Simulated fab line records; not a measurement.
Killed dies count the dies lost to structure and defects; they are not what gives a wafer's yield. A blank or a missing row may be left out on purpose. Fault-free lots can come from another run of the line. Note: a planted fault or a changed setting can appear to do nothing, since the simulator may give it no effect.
fab line records	flow n5Finfet	part 1 of 2: steps 1 to 7 of 8
record lots=11	wafers=33	lastDay=17
route steps=1938 shown BEOL_M11@1553 BEOL_M15@1830
lots that met no fault: taken from a fault-free run of the same line
startH: start of the lot's first displayed wafer, in hours after the record's first day	waitH: how many hours have passed since the lot's step before this one	" unchanged from the row above	L1.1+2: a single row standing in for several wafers	- no value, or no start was given	* or withheld: withheld	< > ~ a bound
route shown NAME@n: a module of which the file shows steps, and the number in the route of the first	usual: mean/standard deviation taken from wafers without a fault	same: alike in all rows	chamber/n: place in a boat	sites: per-site readings	_std_site: the values' standard deviation	_edge_site: inner sites' mean taken away from outer sites' mean	radiusMm: how far each site lies from the wafer's centre	mask NAME#n: copy n	behind: the last tool/chamber to shape the wafer	hold: why the lot went on hold/how many hours it stayed there/how the hold came to an end	device: whichever transistor did not switch (one of n, p or np)	end of line: the same wafers' tests at the end of the route	a step with no rows: only its recipe	killed: the dies lost at the first sort to structure and to defects; this is not the yield of the wafer	map: dies across one wafer; x = killed, . = not, _ = none there
set.NAME: the setting as run; set.NAME@STEP: as run at that earlier step	model.NAME: the simulator's own value behind a step, which no gauge read
steps of the route over a sample of lots; a table a step, a row a wafer
services: a tool's chamber out of use, with start hour (startH, from the record's first day; less than 0 if before it), hours out, and reason
## steps
# step N5_BEOL_M11_ETCH_61
# recipe chemistry=CF4	target=SiARC	targetDepthA=390	maskMaterial=CAR-ArF	timeS=65	ionEnergyEv=80	pressureMtorr=40	sourceW=545	biasW=36	Ar_flow_sccm=100	cf4FlowSccm=100	ends=cleared
# usual drypumpMotorCurrentA=6.0/0.36	etchRfOnTimeS=64.0/1.6	oesProductAu=0.68/0.088	rfVppV=184.2/1.3	showerheadPlenumPTorr=2.15/0.09	throttleValvePct=15.66/0.28
lot.wafer	tool	chamber	startH	waitH	drypumpMotorCurrentA	etchRfOnTimeS	oesProductAu	rfHoursCounterH	rfVppV	showerheadPlenumPTorr	throttleValvePct
L980.1	rieDiel-05	0	242.38	0.0	6.4	63.2	0.81	10	186.1	2.28	15.72
L980.2	"	2	"	"	6.2	63.7	0.59	247	182.8	2.03	15.53
L980.3	"	3	"	"	6.2	64.3	0.58	230	186.1	2.20	15.90
L983.3	rieDiel-06	0	242.64	0.0	5.7	66.0	0.63	176	184.5	2.13	15.79
L983.5	"	2	"	"	5.6	62.6	0.67	-	181.7	1.98	15.77
L983.6	"	3	"	"	6.2	65.3	0.62	-	184.0	2.13	16.00
L981.2	rieDiel-05	1	242.81	0.0	6.0	64.0	0.62	185	184.4	2.13	15.53
L981.5	"	0	"	"	6.4	64.2	0.79	-	184.1	2.28	15.72
L981.6	"	1	"	"	6.0	62.8	0.64	-	183.5	2.13	15.53
L982.3	rieDiel-06	0	243.47	0.0	5.7	65.8	0.62	176	184.5	2.13	15.76
L982.4	"	3	"	"	6.2	65.0	0.62	178	184.6	2.13	16.02
L982.5	"	1	"	"	5.2	64.8	0.60	-	183.2	2.11	15.62
L986.2	rieDiel-06	3	260.27	0.0	6.2	66.4	0.61	184	184.4	2.12	16.04
L986.4	"	0	"	"	5.7	66.5	0.62	-	185.0	2.13	15.80
L986.6	"	3	"	"	6.2	65.9	0.62	-	184.3	2.13	16.03
L984.2	rieDiel-06	2	261.56	0.0	5.6	63.3	0.67	157	182.4	1.98	15.77
L984.3	"	0	"	"	5.7	67.2	0.62	183	184.1	2.13	15.79
L984.4	"	3	"	"	6.2	66.4	0.61	-	182.8	2.13	16.04
L991.3	rieDiel-05	1	299.23	0.0	6.0	64.3	0.61	204	184.6	2.13	15.57
L991.5	"	0	"	"	6.4	64.2	0.76	-	185.5	2.27	15.75
L991.6	"	2	"	"	6.2	62.2	0.81	-	185.7	2.28	15.08
L993.1	rieDiel-06	0	311.75	0.0	5.7	65.8	0.61	199	183.8	2.13	15.83
L993.3	"	2	"	"	5.7	63.0	0.66	174	181.7	1.97	15.83
L993.6	"	3	"	"	6.2	65.4	0.60	-	182.1	2.12	16.06
L999.4	rieDiel-05	2	344.92	0.0	6.2	62.6	0.78	24	185.8	2.27	15.09
L999.5	"	2	"	"	6.2	62.3	0.78	-	186.1	2.27	15.12
L999.6	"	1	"	"	6.1	63.2	0.61	-	184.3	2.12	15.59
L101.3	rieDiel-05	0	359.85	0.0	6.4	64.2	0.73	51	184.4	2.26	15.81
L101.4	"	3	"	"	6.2	61.9	0.84	11	185.8	2.19	15.48
L101.5	"	2	"	"	6.2	61.6	0.77	-	185.9	2.27	15.13
L103.1	rieDiel-06	1	378.14	0.0	5.2	63.0	0.75	30	184.2	2.10	15.17
L103.3	"	3	"	"	6.2	66.2	0.59	220	184.6	2.11	16.12
L103.5	"	1	"	"	5.2	62.9	0.75	-	183.4	2.10	15.18
# step N5_BEOL_M11_ETCH_65
# recipe chemistry=CF4	target=SiARC	targetDepthA=390	maskMaterial=CAR-ArF	timeS=65	ionEnergyEv=80	pressureMtorr=40	sourceW=545	biasW=36	Ar_flow_sccm=100	cf4FlowSccm=100	ends=cleared
# usual drypumpMotorCurrentA=5.8/0.38	etchRfOnTimeS=64.4/1.8	oesProductAu=0.68/0.086	rfVppV=183.9/1.2	showerheadPlenumPTorr=2.13/0.084	throttleValvePct=15.67/0.27
lot.wafer	tool	chamber	startH	waitH	drypumpMotorCurrentA	etchRfOnTimeS	oesProductAu	rfHoursCounterH	rfVppV	showerheadPlenumPTorr	throttleValvePct
L980.1	rieDiel-01	1	243.49	0.0	6.1	69.1	0.59	231	183.9	2.11	15.90
L980.2	"	3	"	"	5.6	63.7	0.61	208	184.8	2.21	15.88
L980.3	"	2	"	"	5.2	62.6	0.76	30	185.1	2.08	15.36
L983.3	rieDiel-06	3	243.72	0.0	6.2	64.9	0.62	179	183.6	2.13	16.02
L983.5	"	0	"	"	5.7	65.7	0.63	-	183.8	2.14	15.78
L983.6	"	1	"	"	5.2	64.6	0.60	-	183.1	2.11	15.61
L981.2	rieDiel-01	0	243.96	0.0	6.2	66.0	0.59	228	182.3	2.03	15.76
L981.5	"	0	"	"	6.2	66.3	0.60	-	182.2	2.03	15.77
L981.6	"	3	"	"	5.6	64.3	0.61	-	185.5	2.21	15.87
L982.3	rieDiel-06	0	244.45	0.0	5.7	66.6	0.63	177	183.3	2.13	15.78
L982.4	"	3	"	"	6.2	65.8	0.62	179	183.4	2.13	16.02
L982.5	"	2	"	"	5.6	62.9	0.67	-	182.7	1.98	15.76
L986.2	rieDiel-01	0	262.71	0.0	6.2	66.3	0.59	233	182.2	2.03	15.76
L986.4	"	3	"	"	5.6	63.7	0.60	215	184.8	2.21	15.88
L986.6	"	3	"	"	5.6	63.8	0.60	-	184.0	2.21	15.89
L984.2	rieDiel-06	0	262.88	0.0	5.7	66.0	0.62	183	185.7	2.13	15.80
L984.3	"	3	"	"	6.2	65.4	0.61	186	183.8	2.12	16.03
L984.4	"	2	"	"	5.6	62.0	0.67	-	181.3	1.98	15.77
L991.3	rieDiel-01	2	300.24	0.0	5.2	62.4	0.75	43	183.9	2.08	15.40
L991.5	"	2	"	"	5.2	62.2	0.75	-	184.4	2.08	15.40
L991.6	"	1	"	"	6.1	69.3	0.58	-	182.7	2.11	15.94
L993.1	rieDiel-01	3	315.31	0.0	5.6	62.2	0.60	234	185.3	2.20	15.92
L993.3	"	0	"	"	6.2	65.3	0.59	252	182.3	2.02	15.79
L993.6	"	2	"	"	5.3	62.4	0.75	-	183.7	2.08	15.41
L999.4	rieDiel-06	2	345.93	0.0	5.6	63.1	0.65	182	183.7	1.97	15.82
L999.5	"	2	"	"	5.6	61.9	0.66	-	182.6	1.97	15.81
L999.6	"	1	"	"	5.2	63.3	0.77	-	184.0	2.11	15.17
L101.3	rieDiel-05	0	362.95	0.0	6.4	64.7	0.72	52	185.0	2.26	15.81
L101.4	"	3	"	"	6.2	63.2	0.83	12	182.7	2.19	15.47
L101.5	"	0	"	"	6.5	64.5	0.73	-	186.0	2.26	15.82
L103.1	rieDiel-05	0	380.47	0.0	6.4	63.5	0.73	56	186.0	2.26	15.83
L103.3	"	1	"	"	6.0	63.4	0.60	229	182.1	2.12	15.62
L103.5	"	2	"	"	6.2	61.6	0.76	-	185.2	2.27	15.15
# step N5_BEOL_M11_TRENCH_ETCH_37
# recipe chemistry=C4F6/O2	targetDepthA=1488.3	target=SiCOH_lowk	timeS=48	ionEnergyEv=250	pressureMtorr=30	sourceW=345	biasW=185	Ar_flow_sccm=300	C4F6_flow_sccm=10	O2_flow_sccm=10
# usual drypumpMotorCurrentA=5.8/0.38	oesProductAu=0.79/0.1	rfVppV=665/9.6	showerheadPlenumPTorr=2.83/0.11	throttleValvePct=21.01/0.29
lot.wafer	tool	chamber	startH	waitH	drypumpMotorCurrentA	oesProductAu	rfHoursCounterH	rfVppV	showerheadPlenumPTorr	throttleValvePct
L980.1	rieDiel-01	1	243.77	-	6.1	0.69	231	666	2.81	21.18
L980.2	"	3	"	"	5.6	0.70	209	662	2.96	21.28
L980.3	"	2	"	"	5.2	0.88	30	671	2.78	20.82
L983.3	rieDiel-06	3	244.00	-	6.2	0.73	179	665	2.83	21.38
L983.5	"	0	"	"	5.7	0.74	-	654	2.85	21.16
L983.6	"	1	"	"	5.2	0.69	-	658	2.78	20.66
L981.2	rieDiel-01	0	244.23	-	6.2	0.71	228	665	2.71	21.11
L981.5	"	0	"	"	6.2	0.69	-	664	2.71	21.12
L981.6	"	3	"	"	5.6	0.70	-	662	2.96	21.29
L982.3	rieDiel-06	0	244.72	-	5.7	0.73	177	655	2.85	21.16
L982.4	"	3	"	"	6.2	0.72	179	666	2.83	21.38
L982.5	"	2	"	"	5.6	0.77	-	655	2.63	21.08
L986.2	rieDiel-01	0	262.99	-	6.2	0.69	233	665	2.71	21.12
L986.4	"	3	"	"	5.6	0.70	215	663	2.95	21.28
L986.6	"	3	"	"	5.6	0.70	-	660	2.95	21.28
L984.2	rieDiel-06	0	263.15	-	5.7	0.72	183	653	2.84	21.18
L984.3	"	3	"	"	6.2	0.72	186	665	2.82	21.39
L984.4	"	2	"	"	5.7	0.77	-	653	2.62	21.07
L991.3	rieDiel-01	2	300.51	-	5.2	0.80	43	671	2.77	20.79
L991.5	"	2	"	"	5.2	0.86	-	672	2.77	20.81
L991.6	"	1	"	"	6.1	0.62	-	665	2.80	21.18
L993.1	rieDiel-01	3	315.58	-	5.6	0.69	234	662	2.94	21.31
L993.3	"	0	"	"	6.2	0.63	252	665	2.70	21.12
L993.6	"	2	"	"	5.2	0.79	-	673	2.77	20.81
L999.4	rieDiel-06	2	346.21	-	5.6	0.77	182	654	2.61	21.12
L999.5	"	2	"	"	5.6	0.76	-	655	2.61	21.11
L999.6	"	1	"	"	5.2	0.90	-	657	2.77	20.33
L101.3	rieDiel-05	0	363.23	-	6.4	0.86	52	662	2.99	21.12
L101.4	"	3	"	"	6.1	0.98	12	685	2.92	20.87
L101.5	"	0	"	"	6.4	0.86	-	663	2.99	21.12
L103.1	rieDiel-05	0	380.75	-	6.4	0.84	56	662	2.99	21.13
L103.3	"	1	"	"	6.0	0.69	229	658	2.82	20.87
L103.5	"	2	"	"	6.2	0.90	-	689	3.02	20.46
# step N5_BEOL_M11_OCD_MEAS_38
# usual trenchDepthNm=149/3.2
lot.wafer	tool	chamber	startH	waitH	trenchDepthNm
L980.1	ocd-01	-	243.95	-	142
L980.2	"	-	"	"	149
L980.3	"	-	"	"	152
L983.3	ocd-01	-	244.18	-	148
L983.5	"	-	"	"	146
L983.6	"	-	"	"	148
L981.2	ocd-02	-	244.42	-	150
L981.5	"	-	"	"	148
L981.6	"	-	"	"	150
L982.3	ocd-01	-	244.91	-	145
L982.4	"	-	"	"	147
L982.5	"	-	"	"	151
L986.2	ocd-02	-	263.17	-	147
L986.4	"	-	"	"	150
L986.6	"	-	"	"	150
L984.2	ocd-01	-	263.34	-	144
L984.3	"	-	"	"	147
L984.4	"	-	"	"	149
L991.3	ocd-02	-	300.70	-	132
L991.5	"	-	"	"	152
L991.6	"	-	"	"	123
L993.1	ocd-02	-	315.76	-	149
L993.3	"	-	"	"	129
L993.6	"	-	"	"	132
L999.4	ocd-01	-	346.40	-	152
L999.5	"	-	"	"	151
L999.6	"	-	"	"	152
L101.3	ocd-02	-	363.41	-	151
L101.4	"	-	"	"	155
L101.5	"	-	"	"	149
L103.1	ocd-01	-	380.93	-	150
L103.3	"	-	"	"	149
L103.5	"	-	"	"	155
# step N5_BEOL_M11_SURFACE_TREAT_76
# recipe gas=Ar	timeS=*	ionEnergyEv=*	ionCurrentMaCm2=0.5	pressureMtorr=*	arFlowSccm=30
# usual throttleValvePct=*
lot.wafer	tool	chamber	startH	waitH	throttleValvePct
L980.1	pvdSputter-03	-	245.35	0.2	*
L980.2	"	-	"	"	*
L980.3	"	-	"	"	*
L981.2	pvdSputter-03	-	245.63	0.2	*
L981.5	"	-	"	"	*
L981.6	"	-	"	"	*
L983.3	pvdSputter-03	-	245.67	0.2	*
L983.5	"	-	"	"	*
L983.6	"	-	"	"	*
L982.3	pvdSputter-02	-	247.75	1.2	*
L982.4	"	-	"	"	*
L982.5	"	-	"	"	*
L986.2	pvdSputter-01	-	264.51	0.2	*
L986.4	"	-	"	"	*
L986.6	"	-	"	"	*
L984.2	pvdSputter-02	-	264.89	0.4	*
L984.3	"	-	"	"	*
L984.4	"	-	"	"	*
L991.3	pvdSputter-01	-	301.92	0.2	*
L991.5	"	-	"	"	*
L991.6	"	-	"	"	*
L993.1	pvdSputter-01	-	317.01	0.3	*
L993.3	"	-	"	"	*
L993.6	"	-	"	"	*
L999.4	pvdSputter-01	-	349.09	1.6	*
L999.5	"	-	"	"	*
L999.6	"	-	"	"	*
L101.3	pvdSputter-03	-	364.44	0.2	*
L101.4	"	-	"	"	*
L101.5	"	-	"	"	*
L103.1	pvdSputter-03	-	381.97	0.2	*
L103.3	"	-	"	"	*
L103.5	"	-	"	"	*
# step N5_BEOL_M11_THK_MEAS_53
# recipe thkMeasGauge=xrf	reads=Cu_of_BEOL_M11_ECD_50
# usual M11_THK=138/3.4
lot.wafer	tool	chamber	startH	waitH	M11_THK[nm]
L980.1	filmMetro-01	-	246.87	-	130
L980.2	"	-	"	"	137
L980.3	"	-	"	"	140
L981.2	filmMetro-01	-	247.09	-	138
L981.5	"	-	"	"	135
L981.6	"	-	"	"	137
L983.3	filmMetro-01	-	247.32	-	139
L983.5	"	-	"	"	137
L983.6	"	-	"	"	137
L982.3	filmMetro-01	-	249.33	-	132
L982.4	"	-	"	"	135
L982.5	"	-	"	"	140
L986.2	filmMetro-01	-	265.75	-	137
L986.4	"	-	"	"	139
L986.6	"	-	"	"	139
L984.2	filmMetro-01	-	265.97	-	134
L984.3	"	-	"	"	137
L984.4	"	-	"	"	139
L991.3	filmMetro-02	-	302.97	-	121
L991.5	"	-	"	"	139
L991.6	"	-	"	"	113
L993.1	filmMetro-02	-	318.85	-	136
L993.3	"	-	"	"	118
L993.6	"	-	"	"	118
L999.4	filmMetro-01	-	350.18	-	143
L999.5	"	-	"	"	141
L999.6	"	-	"	"	141
L101.3	filmMetro-01	-	365.60	-	139
L101.4	"	-	"	"	145
L101.5	"	-	"	"	136
L103.1	filmMetro-01	-	382.96	-	139
L103.3	"	-	"	"	137
L103.5	"	-	"	"	146
# step N5_BEOL_M11_RS_MEAS_57
# recipe thkMeasGauge=four-point-probe	reads=Cu_of_BEOL_M11_ECD_50+Co_of_BEOL_M11_CVD_75+TaN_of_BEOL_M11_ALD_74
# usual M11_RS=0.151/0.0041
lot.wafer	tool	chamber	startH	waitH	M11_RS[ohm/sq]
L980.1	filmMetro-01	-	246.99	0.0	0.161
L980.2	"	-	"	"	0.152
L980.3	"	-	"	"	0.149
L981.2	filmMetro-01	-	247.22	0.0	0.149
L981.5	"	-	"	"	0.152
L981.6	"	-	"	"	0.149
L983.3	filmMetro-02	-	247.45	0.0	0.151
L983.5	"	-	"	"	0.154
L983.6	"	-	"	"	0.153
L982.3	filmMetro-02	-	249.45	0.0	0.158
L982.4	"	-	"	"	0.154
L982.5	"	-	"	"	0.148
L986.2	filmMetro-02	-	265.87	0.0	0.153
L986.4	"	-	"	"	0.150
L986.6	"	-	"	"	0.150
L984.2	filmMetro-01	-	266.10	0.0	0.155
L984.3	"	-	"	"	0.151
L984.4	"	-	"	"	0.149
L991.3	filmMetro-01	-	303.09	0.0	0.175
L991.5	"	-	"	"	0.150
L991.6	"	-	"	"	0.190
L993.1	filmMetro-02	-	318.98	0.0	0.152
L993.3	"	-	"	"	0.179
L993.6	"	-	"	"	0.179
L999.4	filmMetro-01	-	350.31	0.0	0.146
L999.5	"	-	"	"	0.148
L999.6	"	-	"	"	0.147
L101.3	filmMetro-01	-	365.73	0.0	0.148
L101.4	"	-	"	"	0.142
L101.5	"	-	"	"	0.153
L103.1	filmMetro-01	-	383.09	0.0	0.150
L103.3	"	-	"	"	0.151
L103.5	"	-	"	"	0.142
## key
firstSign step=N5_BEOL_M11_OCD_MEAS_38	reading=trenchDepthNm	direction=down	sigmas=6.3	usual=149	struck=129
effect step=N5_BEOL_M11_THK_MEAS_53	reading=M11_THK	direction=down	sigmas=6.1	usual=138	struck=118
effect step=N5_BEOL_M11_RS_MEAS_57	reading=M11_RS	direction=up	sigmas=7.3	usual=0.151	struck=0.181
effect step=N5_BEOL_M15_RC_MEAS_101	reading=SERP_M11	direction=up	sigmas=6.3	usual=3.05	struck=3.69
metAt N5_BEOL_M11_TRENCH_ETCH_37
struckLots L991,L993
struckWafers L991.3,L991.6,L993.3,L993.6
sortLeftOut L991.3,L991.6,L993.3,L993.6
notActingAt N5_BEOL_M11_ETCH_61,N5_BEOL_M11_ETCH_65,N5_BEOL_M11_SURFACE_TREAT_76
onsetBetween 262.99 300.51
fault kind=processParameterDrift	tool=rieDiel-01	chamber=-	onsetH=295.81	steps=N5_BEOL_M11_TRENCH_ETCH_37	channel=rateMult	offset=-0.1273	shape=step	endH=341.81	scope=struckWafersOnly
# sortLeftOut: the simulated sort isn't trusted on such a fault, so these wafers' sort isn't shown, and their yield isn't known
